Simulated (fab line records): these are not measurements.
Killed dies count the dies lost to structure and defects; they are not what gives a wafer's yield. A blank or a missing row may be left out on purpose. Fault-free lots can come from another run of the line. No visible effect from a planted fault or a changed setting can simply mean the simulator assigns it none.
Chamber matching ; flow n5 finfet ; rie diel-05 running N5_BEOL_M8_ETCH_66: 4 sister chambers
The step etches SOC in N2/H2, target depth 80 nm, overetch 16 nm, time 120 s. 16 wafers are shown with their chamber, then 8 later ones without.

WAFERS PAIRED WITH THEIR CHAMBERS
wafer;chamber;showerhead plenum p Torr (Torr);throttle valve pct (%);oes product au (a.u.)
L076.1;1;2.51;17.74;0.74
L076.2;2;2.62;17.38;0.54
L076.4;3;2.50;17.57;0.54
L074.2;2;2.62;17.37;0.53
L074.3;0;2.70;17.79;0.66
L074.4;3;2.50;17.56;0.54
L079.1;3;2.49;17.57;0.53
L079.2;1;2.50;17.76;0.70
L079.6;3;2.49;17.57;0.54
L080.1;3;2.49;17.61;0.53
L080.2;1;2.50;17.77;0.70
L080.4;0;2.70;17.81;0.63
L084.3;2;2.61;17.40;0.52
L084.5;1;2.50;17.79;0.69
L084.6;2;2.61;17.41;0.52
L086.1;0;2.69;17.82;0.63

SIGNATURES (averages over the wafers above)
reading;chamber 0;chamber 1;chamber 2;chamber 3;scatter within a chamber
showerhead plenum p Torr;2.6967;2.5025;2.6150;2.4940;0.00549
throttle valve pct;17.8067;17.7650;17.3900;17.5760;0.0189
oes product au;0.6400;0.7075;0.5275;0.5360;0.0143
Rule: a wafer lies at a distance from a chamber equal to the root of the sum of squares, over the readings, of (its reading less the chamber's mean, divided by the reading's scatter). The wafer belongs to the nearest chamber; if the next one is less than 2 further off, it can't be placed. The scatter: take each reading less its chamber's mean, square it, sum over the shown wafers, divide by the number of wafers less the number of chambers, and take the root.

WAFERS WITH NO CHAMBER GIVEN
wafer;showerhead plenum p Torr (Torr);throttle valve pct (%);oes product au (a.u.)
L086.2;2.61;17.42;0.52
L086.3;2.48;17.62;0.53
L091.2;2.60;17.44;0.52
L091.3;2.69;17.86;0.63
L091.6;2.49;17.82;0.68
L095.2;2.60;17.43;0.52
L095.3;2.49;17.83;0.65
L095.4;2.68;17.87;0.61

WHICH CHAMBER EACH ONE RAN IN
wafer;from the rows above;in truth
L086.2;2;2
L086.3;3;3
L091.2;2;2
L091.3;0;0
L091.6;1;1
L095.2;2;2
L095.3;1;1
L095.4;0;0
Correct placement for 8 of the 8. Not placeable from these rows: 0. Number placed wrongly: 0.
